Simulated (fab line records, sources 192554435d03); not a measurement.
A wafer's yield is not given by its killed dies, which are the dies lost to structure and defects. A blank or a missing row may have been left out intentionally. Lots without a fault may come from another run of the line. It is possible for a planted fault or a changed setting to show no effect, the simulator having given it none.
One fault through the eyes of 3 desks :: flow n5_finfet :: each desk has only its own numbers; what lay behind them comes last

FROM THE METROLOGY DESK
Means of the sampled wafers that have a number, per lot and without regard to the tool the lot ran on: this is what the gauges read. The brackets show how far a lot's mean lies from the usual mean; more than 4 standard deviations puts the lot out of limits, marked OUT. Readings shown: 7 of its 11, picked as those furthest out on some lot.
Columns: A = DIBL_N at N5_BEOL_M4_RC_MEAS_101, usual 36.0 mV/V; B = DIBL_P at N5_BEOL_M4_RC_MEAS_101, usual 35.8 mV/V; C = IOFF_P at N5_BEOL_M4_RC_MEAS_101, usual 0.20 nA/um; D = ION_N at N5_BEOL_M4_RC_MEAS_101, usual 670 uA/um; E = ION_P at N5_BEOL_M4_RC_MEAS_101, usual 459 uA/um; F = SS_P at N5_BEOL_M4_RC_MEAS_101, usual 73.2 mV/dec; G = VT_P at N5_BEOL_M4_RC_MEAS_101, usual -252 mV
lot: L380
first seen here: day 2 03:47
A: 35.6
B: 34.2
C: 0.18
D: 660
E: 455
F: 72.7
G: -254

lot: L381
first seen here: day 2 10:17
A: 36.1
B: 35.6
C: 0.19
D: 672
E: 461
F: 73.3
G: -253

lot: L385
first seen here: day 3 09:58
A: 35.8
B: 36.0
C: 0.19
D: 666
E: 453
F: 73.4
G: -252

lot: L392
first seen here: day 5 04:23
A: 37.2
B: 38.4
C: 0.21
D: 674
E: 457
F: 73.5
G: -253

lot: L398
first seen here: day 6 15:58
A: 34.8
B: 33.2
C: 0.17
D: 669
E: 458
F: 72.9
G: -254

lot: L399
first seen here: day 6 21:41
A: 35.7
B: 33.9
C: 0.21
D: 666
E: 464
F: 73.2
G: -248

lot: L401
first seen here: day 7 09:22
A: 36.0
B: 36.4
C: 0.23
D: 678
E: 467
F: 74.0
G: -250

lot: L402
first seen here: day 7 15:22
A: 33.1
B: 32.2
C: 0.14
D: 648
E: 446
F: 72.2
G: -257
This desk found nothing out of limits on any of the 8 lots.

TOOL OWNER'S DESK, ald_sin-02
The tool's own readings at N5_FIN_SAQP_ALD_61 (deposits SiO2, target thk 4 nm, pulse time 1 s, purge time 2 s): means of the sampled wafers that have a number, for each lot that ran on this tool. The brackets show how far a lot's mean lies from the usual mean; more than 4 standard deviations puts the lot out of limits, marked OUT.
Columns: A = chamber_pressure_Torr at N5_FIN_SAQP_ALD_61, usual 2.000 Torr; B = heater_power_w at N5_FIN_SAQP_ALD_61, usual 486 W; C = precursor_pulse_height_rel at N5_FIN_SAQP_ALD_61, usual 1.002; D = susceptor_temp_C at N5_FIN_SAQP_ALD_61, usual 299.98 C
lot: L380
first seen here: day 2 02:34
A: 1.998
B: 524
C: 1.005
D: 299.79

lot: L381
first seen here: day 2 09:04
A: 2.001
B: 493
C: 1.007
D: 300.01

lot: L385
first seen here: day 3 08:49
A: 1.998
B: 478
C: 0.982
D: 299.78

lot: L392
first seen here: day 5 03:09
A: 2.003
B: 488
C: 1.021
D: 299.89
This desk found nothing out of limits on any of the 4 lots.

THE DEFECT DESK
Lot by lot, what the route's inspections counted, given as the mean of those sampled wafers with a number. The brackets show how far a lot's mean lies from the usual mean; more than 4 standard deviations puts the lot out of limits, marked OUT.
Columns: A = raw_defect_count at N5_FIN_SAQP_INSPECT_18, usual 454; B = raw_defect_count at N5_FIN_SAQP_INSPECT_40, usual 251; C = raw_defect_count at N5_FIN_CUT_INSPECT_10, usual 47; D = raw_defect_count at N5_FIN_CUT_INSPECT_17, usual 254
lot: L380
first seen here: day 2 03:50
A: 458
B: 376
C: 68
D: 359

lot: L381
first seen here: day 2 10:21
A: 309
B: 148
C: 32
D: 152

lot: L385
first seen here: day 3 10:01
A: 580
B: 212
C: 38
D: 214

lot: L392
first seen here: day 5 04:26
A: 604
B: 417
C: 145 (+6.5) OUT
D: 421

lot: L398
first seen here: day 6 16:02
A: 460
B: 230
C: 39
D: 224

lot: L399
first seen here: day 6 21:45
A: 449
B: 284
C: 47
D: 296

lot: L401
first seen here: day 7 09:26
A: 453
B: 264
C: 55
D: 270

lot: L402
first seen here: day 7 15:26
A: 461
B: 253
C: 46
D: 253
This desk finds L392 out of limits, L392 being first, at day 5 10:56 (raw_defect_count at N5_FIN_CUT_INSPECT_10). Within limits: L380, L381, L385, L398, L399, L401, L402.

PUT TOGETHER
The defect desk could have raised an alarm at day 5 10:56, on L392.
Nothing out of limits was seen by the metrology desk.
The tool owner's desk saw nothing out of limits.
The metrology desk has L392 on record, within its limits.
Tool owner's desk: L392 on record, inside its limits.
The lots listed all ran N5_FIN_SAQP_ALD_61 on ald_sin-02.

WHAT THE SIMULATOR PUT IN
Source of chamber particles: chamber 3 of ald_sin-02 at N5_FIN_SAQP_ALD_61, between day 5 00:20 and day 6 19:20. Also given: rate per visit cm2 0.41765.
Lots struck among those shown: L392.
Hours from the fault's start to each desk's first reading out of limits: the defect desk, 11.
